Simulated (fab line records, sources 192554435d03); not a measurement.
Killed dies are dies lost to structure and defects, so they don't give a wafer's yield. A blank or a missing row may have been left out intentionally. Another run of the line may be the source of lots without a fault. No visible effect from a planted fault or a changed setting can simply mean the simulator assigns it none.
fab line records ; flow n5-finfet
[record] lots = 4; wafers = 10; last-day = 16
route steps=1938 shown BEOL_M4@1099 BEOL_M5@1112 BEOL_M11@1554 PASSIVATION@1936
lots that met no fault: taken from a fault-free run of the same line
start-h: hours from the record's opening day to when the first of the lot's shown wafers began ; wait-h: hours elapsed since this lot's preceding step ; " identical to the entry in the row above ; L1.1+2: a row that stands for several wafers ; - no value, or no start was given ; * or withheld: withheld ; < > ~ a bound
route shown NAME@n: NAME is a module with steps in the file, n the number in the route of the first one ; usual: mean/standard deviation taken from wafers without a fault ; same: alike in all rows ; chamber/n: place in a boat ; sites: per-site readings ; _std_site: the values' standard deviation ; _edge_site: inner sites' mean taken away from outer sites' mean ; radius-mm: how far each site lies from the wafer's centre ; mask NAME#n: copy n ; behind: the tool/chamber that last shaped the wafer ; hold: why the lot went on hold/how many hours it stayed there/how the hold came to an end ; device: names the non-switching transistor (n, p or np) ; end of line: tests run on the same wafers once the route is complete ; a step with no rows: only its recipe ; killed: not the wafer's yield, but the dies lost to structure and defects at the first sort ; map: dies across one wafer; x = killed, . = not, _ = none there
set.NAME: the setting that was run; set.NAME@STEP: the one run at that earlier step ; model.NAME: the simulator's own value behind a step, which no gauge read
lots seen at some steps along the route; tables by step, rows by wafer
services: the hour from which a tool's chamber was out of use, counted from the record's first day as start-h (under 0 if before that day), plus the number of hours and why
[[steps]]
[step N5_BEOL_M4_ANNEAL_95]
[recipe] temp-c = 400; time-s = 240; ambient = vacuum
[step N5_BEOL_M4_SPUTTER_96]
[recipe] material = Cu; target-thk-a = 45; temp-c = -20; chamber-pressure-pa = 0.07; power-w = withheld; time-s = 8.29
[step N5_BEOL_M4_ECD_50]
[recipe] material = Cu; target-thk-a = 3000
[step N5_BEOL_M4_ANNEAL_51]
[recipe] temp-c = 225; time-s = 90; ambient = N2
[step N5_BEOL_M4_CMP_52]
[recipe] stop-on = SiOC; t-overpolish-s = 6.8; down-force-psi = 1; platen-rpm = 50; clearing-platen-down-force-psi = 1.5; clearing-platen-rpm = 50; post-cmp-clean = cu-alkaline; target-thk-nm = 40; clearing-platen-pad-velocity-m-s = 0.99484; pad-velocity-m-s = 0.99484
[step N5_BEOL_M4_PRE_CLEAN_60]
[recipe] gas = NH3/H2; time-s = 15; temp-c = *; rf-power-w = 300
[step N5_BEOL_M4_CO_CAP_55]
[recipe] material = Co; target-thk-a = 20; temp-c = 200; precursor = CCTBA/H2; pressure-torr = 30; time-s = 102.1
[step N5_BEOL_M4_PRE_CLEAN_56]
[recipe] gas = NH3; time-s = 15; temp-c = withheld; rf-power-w = 300
[step N5_BEOL_M4_DEP_57]
[recipe] material = SiCN; target-thk-a = 80; temp-c = withheld; precursor = 3MS/NH3; pressure-torr = 3; rf-w = 202; time-s = 14
[step N5_BEOL_M4_RC_MEAS_101]
[usual] DIBL_N = 36.8/2.2; DIBL_P = 37.0/2.8; IOFF_N = 0.18/0.043; IOFF_P = 0.23/0.05; ION_N = 680/14; ION_P = 466/9.1; SS_N = 71.7/0.74; SS_P = 73.5/0.79; VT_N = 248/4; VT_P = -249/4.1
lot.wafer;tool;chamber;start-h;wait-h;DIBL_N[mV/V];DIBL_P[mV/V];IOFF_N[nA/um];IOFF_P[nA/um];ION_N[uA/um];ION_P[uA/um];SS_N[mV/dec];SS_P[mV/dec];VT_N[mV];VT_P[mV]
L408.2;prober-01;0;200.53;0.4;38.9;41.4;0.22;0.23;701;473;72.8;74.2;244;-252
L408.4;prober-01;0;200.53;0.4;35.7;38.3;0.15;0.18;676;453;71.7;73.8;252;-258
L408.5;prober-01;0;200.53;0.4;38.4;41.4;0.21;0.24;686;456;72.4;74.6;247;-253
L417.4;prober-02;0;247.94;0.5;37.9;38.5;0.20;0.25;695;469;71.8;74.0;245;-245
L417.5;prober-02;0;247.94;0.5;40.0;39.9;0.23;0.27;698;467;72.2;74.0;245;-247
L418.1;prober-02;0;254.04;0.0;39.4;41.1;0.25;0.29;703;478;72.8;74.9;243;-244
L418.4;prober-02;0;254.04;0.0;36.2;36.5;0.18;0.22;692;471;71.5;73.1;245;-249
L425.2;prober-01;0;291.65;0.2;38.2;36.8;0.20;0.21;685;460;73.4;73.5;249;-253
L425.5;prober-01;0;291.65;0.2;39.9;39.7;0.23;0.27;689;469;73.1;74.4;244;-247
L425.6;prober-01;0;291.65;0.2;35.9;35.6;0.16;0.20;680;461;71.6;73.0;252;-253
[step N5_BEOL_M5_ILD_DEP_00]
[recipe] material = SiCOH_lowk; target-thk-a = 1406.4; temp-c = 300; precursor = DEMS/porogen; pressure-torr = 5; rf-w = 500; time-s = 25.9
[step N5_BEOL_M5_CURE_79]
[recipe] temp-c = 385; time-s = 240; ambient = He/Ar; material = SiCOH_lowk
[step N5_BEOL_M5_PECVD_70]
[recipe] material = SiO2; target-thk-a = 160; temp-c = 400; precursor = TEOS/O2; pressure-torr = 5.5; rf-w = 450; teos-flow-sccm = 53.8; gas = O2; flow-sccm = 3000; time-s = 18
[step N5_BEOL_M5_HM_DEP_02]
[recipe] material = TiN; target-thk-a = 200; temp-c = 25; chamber-pressure-pa = 0.49996
[step N5_BEOL_M5_COAT_59]
[recipe] resist = SOC; temp-c = 250; time-s = 60; spin-rpm = 1500; resist-thk-nm = 60
[step N5_BEOL_M5_COAT_60]
[recipe] resist = SiARC; temp-c = 220; time-s = 60; spin-rpm = 1500; resist-thk-nm = 12
[step N5_BEOL_M5_COAT_71]
[recipe] resist = underlayer; temp-c = 205; time-s = 60; spin-rpm = 1500; resist-thk-nm = 5
[step N5_BEOL_M5_COAT_05]
[recipe] resist = CAR-EUV; spin-rpm = 1500; resist-thk-nm = 30
[step N5_BEOL_M5_EBR_07]
[recipe] solvent = PGMEA; ebr-width-mm = 1.5
[step N5_BEOL_M5_SOFTBAKE_06]
[recipe] temp-c = 110; time-s = 60; resist = CAR-EUV
[step N5_BEOL_M5_EXPOSE_08]
[recipe] mask-id = M5; na = 0.33; source-shape = annular; sigma-inner = 0.4; sigma-outer = 0.8; polarization = unpolarized; target-cd-nm = 28; dose-mj = 35.75
[step N5_BEOL_M5_PEB_09]
[recipe] peb-temp-c = 100; peb-time-s = 60; resist = CAR-EUV
[step N5_BEOL_M5_DEVELOP_10]
[recipe] develop-time-s = 30; developer = TMAH; resist = CAR-EUV; rinse-liquid = surfactant-rinse; dry = air-spin; dev-temp-c = 23
[step N5_BEOL_M5_DESCUM_16]
[recipe] chemistry = O2; time-s = 7; source-power-w = 50; bias-power-w = 20; pressure-mtorr = 20; rf-frequency-hz = 2.712e+07; temp-c = 40; resist = CAR-EUV; o2-flow-sccm = 225
[step N5_BEOL_M5_ETCH_72]
[recipe] chemistry = N2/H2; target = underlayer; target-depth-a = 65; mask-material = CAR-EUV; time-s = 5.2; ion-energy-ev = 200; pressure-mtorr = 30; source-w = 840; bias-w = 150; n2-flow-sccm = 200; h2-flow-sccm = 200; ends = cleared
[step N5_BEOL_M5_ETCH_61]
[recipe] chemistry = CF4; target = SiARC; target-depth-a = 156; mask-material = CAR-EUV; time-s = 26; ion-energy-ev = 80; pressure-mtorr = 40; source-w = 545; bias-w = 36; Ar_flow_sccm = 100; cf4-flow-sccm = 100; ends = cleared
[step N5_BEOL_M5_ETCH_62]
[recipe] chemistry = N2/H2; target = SOC; target-depth-a = 750; overetch-a = 150; mask-material = SiARC; temp-c = 40; time-s = 112.5; ion-energy-ev = 200; pressure-mtorr = 30; source-w = 840; bias-w = 150; n2-flow-sccm = 200; h2-flow-sccm = 200
[step N5_BEOL_M5_STRIP_63]
[recipe] chemistry = N2/H2; temp-c = 40; n2-flow-sccm = 200; h2-flow-sccm = 200; rf-frequency-hz = 6e+07
[step N5_BEOL_M5_STRIP_73]
[recipe] chemistry = N2/H2; temp-c = 40; n2-flow-sccm = 200; h2-flow-sccm = 200; rf-frequency-hz = 6e+07
[step N5_BEOL_M5_STRIP_64]
[recipe] chemistry = CF4; resist = SiARC; power-w = 300; bias-power-w = 75; pressure-mtorr = 50; cf4-flow-sccm = 150; rf-frequency-hz = 6e+07
[step N5_BEOL_M5_HM_OPEN_17]
[recipe] chemistry = Cl2/BCl3; target-depth-a = 200; overetch-a = 60; target = TiN; mask-material = SOC; ion-energy-ev = 150; pressure-mtorr = 10; icp-w = 1000; bias-w = 126; Cl2_flow_sccm = 53.25; bcl3-flow-sccm = 21.75; Ar_flow_sccm = 25
[step N5_BEOL_M5_STRIP_19]
[recipe] chemistry = O2; power-w = 400; temp-c = 40; pressure-mtorr = 30; rf-frequency-hz = 6e+07; bias-power-w = 0; overash-fraction = 0.2; o2-flow-sccm = 225
[step N5_BEOL_M5_COAT_65]
[recipe] resist = SOC; temp-c = 250; time-s = 60; spin-rpm = 1500; resist-thk-nm = 60
[step N5_BEOL_M5_COAT_66]
[recipe] resist = SiARC; temp-c = 220; time-s = 60; spin-rpm = 1500; resist-thk-nm = 12
[step N5_BEOL_M11_ETCH_62]
[recipe] chemistry = N2/H2; target = SOC; target-depth-a = 1100; overetch-a = 220; mask-material = SiARC; temp-c = 40; time-s = 165; ion-energy-ev = 200; pressure-mtorr = 30; source-w = 840; bias-w = 150; n2-flow-sccm = 200; h2-flow-sccm = 200
[usual] bias-w = 150.0/0.43; drypump-motor-current-A = 5.8/0.41; h2-flow-sccm = 200.0/0.63; oes-product-au = 0.67/0.078; rf-vpp-V = 524.1/2.2; showerhead-plenum-p-Torr = 2.55/0.075; throttle-valve-pct = 17.9/0.35
lot.wafer;tool;chamber;start-h;wait-h;bias-w;drypump-motor-current-A;h2-flow-sccm;oes-product-au;rf-hours-counter-h;rf-vpp-V;showerhead-plenum-p-Torr;throttle-valve-pct;model.etch.depth-nm;model.SiARC_of_BEOL_M11_COAT_60.thk-nm
L408.2;rie-diel-02;1;256.65;0.0;150.0;5.7;201.1;0.59;216;519.3;2.40;18.2;100;24.2
L408.4;rie-diel-02;2;256.65;0.0;150.4;6.0;200.2;0.62;202;526.8;2.64;18.2;100.2;23.6
L408.5;rie-diel-02;3;256.65;0.0;149.9;5.7;200.5;0.57;-;521.7;2.50;18.4;100;23.4
L417.4;rie-diel-02;0;302.77;0.0;150.0;5.9;199.7;0.75;24;525.7;2.61;17.7;99.85;22.6
L417.5;rie-diel-02;1;302.77;0.0;-;5.7;200.0;0.68;-;520.7;2.40;18.2;86.2;25.8
L418.1;rie-diel-02;1;309.49;0.0;-;5.7;199.9;0.68;231;520.3;2.40;18.2;87.37;25.8
L418.4;rie-diel-02;2;309.49;0.0;150.2;6.0;199.9;0.60;218;524.8;2.63;18.2;99.56;23.4
L425.2;rie-diel-01;0;350.20;0.0;149.8;5.1;198.9;0.58;235;526.3;2.61;17.9;100.3;23.6
L425.5;rie-diel-01;2;350.20;0.0;149.9;5.4;200.2;0.67;-;525.3;2.57;18.4;100.2;23.2
L425.6;rie-diel-01;3;350.20;0.0;150.5;6.4;199.7;0.78;-;521.7;2.48;17.4;99.7;23.6
[step N5_BEOL_M11_HM_OPEN_17]
[recipe] chemistry = Cl2/BCl3; target-depth-a = 200; overetch-a = 60; target = TiN; mask-material = SOC; ion-energy-ev = 150; pressure-mtorr = 10; icp-w = 1000; bias-w = 126; Cl2_flow_sccm = 53.25; bcl3-flow-sccm = 21.75; Ar_flow_sccm = 25
[usual] bias-w = 126.0/0.43; drypump-motor-current-A = 5.7/0.41; oes-product-au = 0.70/0.068; throttle-valve-pct = 21.97/0.14
lot.wafer;tool;chamber;start-h;wait-h;bias-w;drypump-motor-current-A;oes-product-au;rf-hours-counter-h;throttle-valve-pct
L408.2;rie-metal-03;0;256.84;0.0;125.9;5.3;0.71;23;21.89
L408.4;rie-metal-03;1;256.84;0.0;126.1;5.6;0.52;-;22.43
L408.5;rie-metal-03;1;256.84;0.0;125.8;5.6;0.52;-;22.43
L417.4;rie-metal-01;1;302.99;0.1;126.1;5.6;0.75;-;21.93
L417.5;rie-metal-01;0;302.99;0.1;126.1;5.8;0.28;-;22.62
L418.1;rie-metal-02;0;309.68;0.0;126.7;6.6;0.31;37;22.43
L418.4;rie-metal-02;1;309.68;0.0;126.2;5.8;0.69;-;21.99
L425.2;rie-metal-03;0;350.39;0.0;126.0;5.4;0.69;35;21.90
L425.5;rie-metal-03;0;350.39;0.0;126.2;5.4;0.68;-;21.89
L425.6;rie-metal-03;1;350.39;0.0;125.9;5.6;0.81;-;22.11
[step N5_BEOL_M11_CD_MEAS_18]
[recipe] pitch-nm = 140; target-cd-nm = 70
[usual] cd-nm = 69.9/0.82
lot.wafer;tool;chamber;start-h;wait-h;cd-nm
L408.2;cd-sem-02;-;257.04;0.1;69.6
L408.4;cd-sem-02;-;257.04;0.1;69.4
L408.5;cd-sem-02;-;257.04;0.1;70.8
L417.4;cd-sem-01;-;303.14;0.1;68.5
L417.5;cd-sem-01;-;303.14;0.1;-
L418.1;cd-sem-02;-;309.86;0.0;-
L418.4;cd-sem-02;-;309.86;0.0;70.8
L425.2;cd-sem-02;-;350.67;0.1;69.9
L425.5;cd-sem-02;-;350.67;0.1;70.7
L425.6;cd-sem-02;-;350.67;0.1;71.8
[step N5_BEOL_M11_OCD_MEAS_38]
[usual] trench-depth-nm = 148/4.2
lot.wafer;tool;chamber;start-h;wait-h;trench-depth-nm
L408.2;ocd-02;-;258.16;-;157
L408.4;ocd-02;-;258.16;-;147
L408.5;ocd-02;-;258.16;-;151
L417.4;ocd-02;-;306.14;-;143
L417.5;ocd-02;-;306.14;-;-
L418.1;ocd-02;-;310.79;-;-
L418.4;ocd-02;-;310.79;-;145
L425.2;ocd-02;-;352.36;-;145
L425.5;ocd-02;-;352.36;-;147
L425.6;ocd-02;-;352.36;-;143
[step N5_PASSIVATION_PROBE_49]
[usual] defect-limited-yield = 91.4/1.5; killed_at_M0_to_M3 = 36/11; killed_at_M4_up = 14/6; killed-at-contacts = 11/6; killed-at-front-end = 37/11; killed-at-other = 4/3.4; killed-dies = 102/18; killed-on-rim = 13/3.5; killed-open = 66/13; killed-short = 34/7.8; sort_bin_5_function = 5.0/0.97; sort_bin_6_memory = 3.2/0.7; sort-n-pass = 1078/19; sort-yield-pct = 91.3/1.6
[same] gross-dies = 1180; killed-at-back-side = 0; sort_bin_4_leakage[%] = 0; sort_bin_8_speed[%] = 0
lot.wafer;tool;chamber;start-h;wait-h;defect-limited-yield[%];killed_at_M0_to_M3;killed_at_M4_up;killed-at-contacts;killed-at-front-end;killed-at-other;killed-dies;killed-on-rim;killed-open;killed-short;sort_bin_5_function[%];sort_bin_6_memory[%];sort-n-pass;sort-yield-pct[%]
L417.5;prober-02;-;350.02;1.1;0;36;1082;12;49;1;1180;152;67;38;96.1;3.7;0;0
L418.1;prober-02;-;359.21;0.5;0;48;1086;26;20;0;1180;152;87;31;95.9;3.7;0;0
// killed by level:class
L417.5 BEOL_M11:area-etch=1075 BEOL_M1:geometric-particle:open=14 DUMMY_GATE:geometric-particle:open=13 FIN_SAQP:geometric-particle:short=9 STI_FIN_REVEAL:geometric-particle:open=7 BEOL_M2:geometric-particle:open=6 MOL_CONTACT_COAG:geometric-particle:short=6 MOL_CONTACT_COAG:geometric-particle:open=6
L418.1 BEOL_M11:area-etch=1062 MOL_CONTACT_COAG:geometric-particle:open=24 BEOL_M2:geometric-particle:open=13 BEOL_M0_SAQP:geometric-particle:short=11 BEOL_M0_SAQP:geometric-particle:open=11 BEOL_M4:geometric-particle:open=10 BEOL_M5:geometric-particle:open=7 FIN_SAQP:geometric-particle:open=5
// map L417.5 (x killed, . not)
_________________xxxxxxxxxxxx________________
______________xxxxxxxxxxxxxxxxxx_____________
___________xxxxxxxxxxxxxxxxxxxxxxxx__________
__________xxxxxxxxxxxxxxxxxxxxxxxxxx_________
________xxxxxxxxxxxxxxxxxxxxxxxxxxxxxx_______
_______xxxxxxxxxxxxxxxxxxxxxxxxxxxxxxxx______
______xxxxxxxxxxxxxxxxxxxxxxxxxxxxxxxxxx_____
_____xxxxxxxxxxxxxxxxxxxxxxxxxxxxxxxxxxxx____
____xxxxxxxxxxxxxxxxxxxxxxxxxxxxxxxxxxxxxx___
___xxxxxxxxxxxxxxxxxxxxxxxxxxxxxxxxxxxxxxxx__
___xxxxxxxxxxxxxxxxxxxxxxxxxxxxxxxxxxxxxxxx__
__xxxxxxxxxxxxxxxxxxxxxxxxxxxxxxxxxxxxxxxxxx_
__xxxxxxxxxxxxxxxxxxxxxxxxxxxxxxxxxxxxxxxxxx_
_xxxxxxxxxxxxxxxxxxxxxxxxxxxxxxxxxxxxxxxxxxxx
_xxxxxxxxxxxxxxxxxxxxxxxxxxxxxxxxxxxxxxxxxxxx
_xxxxxxxxxxxxxxxxxxxxxxxxxxxxxxxxxxxxxxxxxxxx
_xxxxxxxxxxxxxxxxxxxxxxxxxxxxxxxxxxxxxxxxxxxx
_xxxxxxxxxxxxxxxxxxxxxxxxxxxxxxxxxxxxxxxxxxxx
_xxxxxxxxxxxxxxxxxxxxxxxxxxxxxxxxxxxxxxxxxxxx
_xxxxxxxxxxxxxxxxxxxxxxxxxxxxxxxxxxxxxxxxxxxx
_xxxxxxxxxxxxxxxxxxxxxxxxxxxxxxxxxxxxxxxxxxxx
__xxxxxxxxxxxxxxxxxxxxxxxxxxxxxxxxxxxxxxxxxx_
__xxxxxxxxxxxxxxxxxxxxxxxxxxxxxxxxxxxxxxxxxx_
___xxxxxxxxxxxxxxxxxxxxxxxxxxxxxxxxxxxxxxxx__
___xxxxxxxxxxxxxxxxxxxxxxxxxxxxxxxxxxxxxxxx__
____xxxxxxxxxxxxxxxxxxxxxxxxxxxxxxxxxxxxxx___
_____xxxxxxxxxxxxxxxxxxxxxxxxxxxxxxxxxxxx____
______xxxxxxxxxxxxxxxxxxxxxxxxxxxxxxxxxx_____
_______xxxxxxxxxxxxxxxxxxxxxxxxxxxxxxxx______
________xxxxxxxxxxxxxxxxxxxxxxxxxxxxxx_______
__________xxxxxxxxxxxxxxxxxxxxxxxxxx_________
___________xxxxxxxxxxxxxxxxxxxxxxxx__________
______________xxxxxxxxxxxxxxxxxx_____________
_________________xxxxxxxxxxxx________________
// map L418.1 (x killed, . not)
_________________xxxxxxxxxxxx________________
______________xxxxxxxxxxxxxxxxxx_____________
___________xxxxxxxxxxxxxxxxxxxxxxxx__________
__________xxxxxxxxxxxxxxxxxxxxxxxxxx_________
________xxxxxxxxxxxxxxxxxxxxxxxxxxxxxx_______
_______xxxxxxxxxxxxxxxxxxxxxxxxxxxxxxxx______
______xxxxxxxxxxxxxxxxxxxxxxxxxxxxxxxxxx_____
_____xxxxxxxxxxxxxxxxxxxxxxxxxxxxxxxxxxxx____
____xxxxxxxxxxxxxxxxxxxxxxxxxxxxxxxxxxxxxx___
___xxxxxxxxxxxxxxxxxxxxxxxxxxxxxxxxxxxxxxxx__
___xxxxxxxxxxxxxxxxxxxxxxxxxxxxxxxxxxxxxxxx__
__xxxxxxxxxxxxxxxxxxxxxxxxxxxxxxxxxxxxxxxxxx_
__xxxxxxxxxxxxxxxxxxxxxxxxxxxxxxxxxxxxxxxxxx_
_xxxxxxxxxxxxxxxxxxxxxxxxxxxxxxxxxxxxxxxxxxxx
_xxxxxxxxxxxxxxxxxxxxxxxxxxxxxxxxxxxxxxxxxxxx
_xxxxxxxxxxxxxxxxxxxxxxxxxxxxxxxxxxxxxxxxxxxx
_xxxxxxxxxxxxxxxxxxxxxxxxxxxxxxxxxxxxxxxxxxxx
_xxxxxxxxxxxxxxxxxxxxxxxxxxxxxxxxxxxxxxxxxxxx
_xxxxxxxxxxxxxxxxxxxxxxxxxxxxxxxxxxxxxxxxxxxx
_xxxxxxxxxxxxxxxxxxxxxxxxxxxxxxxxxxxxxxxxxxxx
_xxxxxxxxxxxxxxxxxxxxxxxxxxxxxxxxxxxxxxxxxxxx
__xxxxxxxxxxxxxxxxxxxxxxxxxxxxxxxxxxxxxxxxxx_
__xxxxxxxxxxxxxxxxxxxxxxxxxxxxxxxxxxxxxxxxxx_
___xxxxxxxxxxxxxxxxxxxxxxxxxxxxxxxxxxxxxxxx__
___xxxxxxxxxxxxxxxxxxxxxxxxxxxxxxxxxxxxxxxx__
____xxxxxxxxxxxxxxxxxxxxxxxxxxxxxxxxxxxxxx___
_____xxxxxxxxxxxxxxxxxxxxxxxxxxxxxxxxxxxx____
______xxxxxxxxxxxxxxxxxxxxxxxxxxxxxxxxxx_____
_______xxxxxxxxxxxxxxxxxxxxxxxxxxxxxxxx______
________xxxxxxxxxxxxxxxxxxxxxxxxxxxxxx_______
__________xxxxxxxxxxxxxxxxxxxxxxxxxx_________
___________xxxxxxxxxxxxxxxxxxxxxxxx__________
______________xxxxxxxxxxxxxxxxxx_____________
_________________xxxxxxxxxxxx________________
[[services]]
tool;chamber;start-h;hours;kind
rie-diel-01;3;261.78;-;clean
rie-diel-01;3;261.78;-;consumable-replace:focus-ring
rie-diel-01;3;261.78;18.0;scheduled-down
rie-diel-01;3;261.78;18.0;vent-cycle
rie-metal-03;-;264.48;1.2;repair
rie-metal-03;1;268.04;-;clean
rie-metal-03;1;268.04;34.8;scheduled-down
rie-metal-03;1;268.04;34.8;vent-cycle
rie-metal-03;0;269.77;1.1;repair
rie-metal-01;0;279.32;6.2;repair
rie-diel-02;1;311.81;7.9;repair
rie-diel-02;3;314.33;6.4;repair
rie-diel-02;3;320.94;-;clean
rie-diel-02;3;320.94;-;consumable-replace:focus-ring
rie-diel-02;3;320.94;25.9;scheduled-down
rie-diel-02;3;320.94;25.9;vent-cycle
rie-metal-02;-;339.41;0.4;repair
rie-diel-01;2;344.05;3.6;repair
[[key]]
[first-sign] step = N5_BEOL_M11_HM_OPEN_17; reading = oes-product-au; direction = down; sigmas = 6; usual = 0.70; struck = 0.29
[effect] step = N5_BEOL_M11_CD_MEAS_18; reading = cd-nm; direction = missing
[effect] step = N5_BEOL_M11_OCD_MEAS_38; reading = trench-depth-nm; direction = missing
[effect] step = N5_PASSIVATION_PROBE_49; reading = killed_at_M4_up; direction = up; sigmas = 99+; usual = 14; struck = 1084
[model-effect] step = N5_BEOL_M11_ETCH_62; value = etch.depth-nm; without = 99.8; struck = 86.79
[more-kills-born-at] N5_BEOL_M11_ETCH_62@rie-diel-02 = 2137
met-at N5_BEOL_M11_ETCH_62
struck-wafers L417.5,L418.1
later-rows-left-out L417.5,L418.1
onset-between 256.65 302.77
[fault] kind = process-parameter-drift; tool = rie-diel-02; chamber = -; onset-h = 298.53; steps = N5_BEOL_M11_ETCH_62; channel = time-s; offset = *; shape = step; end-h = 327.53; scope = struck-wafers-only; acts-in = *; stated = *
// later-rows-left-out: the simulator's readings of these wafers behind a module that went badly wrong aren't trusted and aren't shown, but for the sort
